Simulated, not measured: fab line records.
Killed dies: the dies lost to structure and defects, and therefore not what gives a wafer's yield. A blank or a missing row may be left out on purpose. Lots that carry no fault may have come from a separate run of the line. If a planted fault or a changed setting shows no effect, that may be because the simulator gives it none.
3 desks looking at one fault -- flow n5 finfet -- every desk sees just its own numbers, and what lay behind them comes last

== THE METROLOGY DESK ==
What the gauges read for every lot (on any tool): the sampled wafers with a number, averaged. If a lot's mean is further than 4 standard deviations from the usual mean, the lot is out of limits and carries the mark OUT (the distance appears in the brackets). 7 of its 24 readings are shown, namely those furthest out on some lot.
Columns: A = COMB_M13 at N5_BEOL_M15_RC_MEAS_101, usual 4.5e-12 S/m; B = COMB_M15 at N5_BEOL_M15_RC_MEAS_101, usual 2.3e-12 S/m; C = COMB_M5 at N5_BEOL_M15_RC_MEAS_101, usual 3.6e-11 S/m; D = COMB_M6 at N5_BEOL_M15_RC_MEAS_101, usual 2.6e-11 S/m; E = SERP_M12 at N5_BEOL_M15_RC_MEAS_101, usual 0.637 ohm/um; F = SERP_M14 at N5_BEOL_M15_RC_MEAS_101, usual 0.163 ohm/um; G = SERP_M6 at N5_BEOL_M15_RC_MEAS_101, usual 14.1 ohm/um
lot,first seen here,A,B,C,D,E,F,G
L700,day 12 14:27,2.8e-12,1.2e-12,4.0e-11,2.4e-11,0.633,0.166,13.8
L699,day 12 23:19,5.2e-12,2.6e-12,4.8e-11,2.4e-11,0.628,0.171,14.1
L705,day 14 11:49,4.6e-12,1.7e-12,4.3e-11,2.3e-11,0.627,0.153,13.7
L710,day 15 11:23,4.4e-12,3.4e-12,3.7e-11,2.7e-11,0.631,0.168,15.2
L714,day 15 23:38,6.0e-12,3.5e-12,3.3e-11,2.5e-11,0.656,0.163,13.0
L717,day 16 18:35,4.3e-12,2.8e-12,2.6e-11,3.8e-11,0.613,0.161,13.2
This desk's verdict: no lot among the 6 shows anything out of limits.

== DESK OF THE TOOL OWNER: ald hk-03 ==
The tool's own readings at N5_MIM_TOP_ALD_01 (deposits HfO2, target thk 5.6 nm, pulse time 1 s, purge time 3 s): means of the sampled wafers that have a number, for each lot that ran on this tool. If a lot's mean is further than 4 standard deviations from the usual mean, the lot is out of limits and carries the mark OUT (the distance appears in the brackets).
Columns: A = precursor pulse height rel at N5_MIM_TOP_ALD_01, usual 1.001
lot,first seen here,A
L699,day 13 01:00,1.000
L705,day 14 15:00,1.015
L710,day 15 14:00,0.975
This desk's verdict: no lot among the 3 shows anything out of limits.

== THE DEFECT DESK ==
Counts from the inspections along the route, per lot, as means over the sampled wafers that have a number. If a lot's mean is further than 4 standard deviations from the usual mean, the lot is out of limits and carries the mark OUT (the distance appears in the brackets).
Columns: A = raw defect count at N5_BEOL_M15_INSPECT_55, usual 72
lot,first seen here,A
L700,day 12 14:37,54
L699,day 12 23:29,59
L705,day 14 11:58,94
L710,day 15 11:32,66
L714,day 15 23:47,72
L717,day 16 18:44,55
This desk's verdict: no lot among the 6 shows anything out of limits.

== TAKEN TOGETHER ==
At the metrology desk, nothing out of limits was observed.
The tool owner's desk saw nothing out of limits.
The defect desk saw nothing out of limits.

== WHAT HAD BEEN PUT IN BY THE SIMULATOR ==
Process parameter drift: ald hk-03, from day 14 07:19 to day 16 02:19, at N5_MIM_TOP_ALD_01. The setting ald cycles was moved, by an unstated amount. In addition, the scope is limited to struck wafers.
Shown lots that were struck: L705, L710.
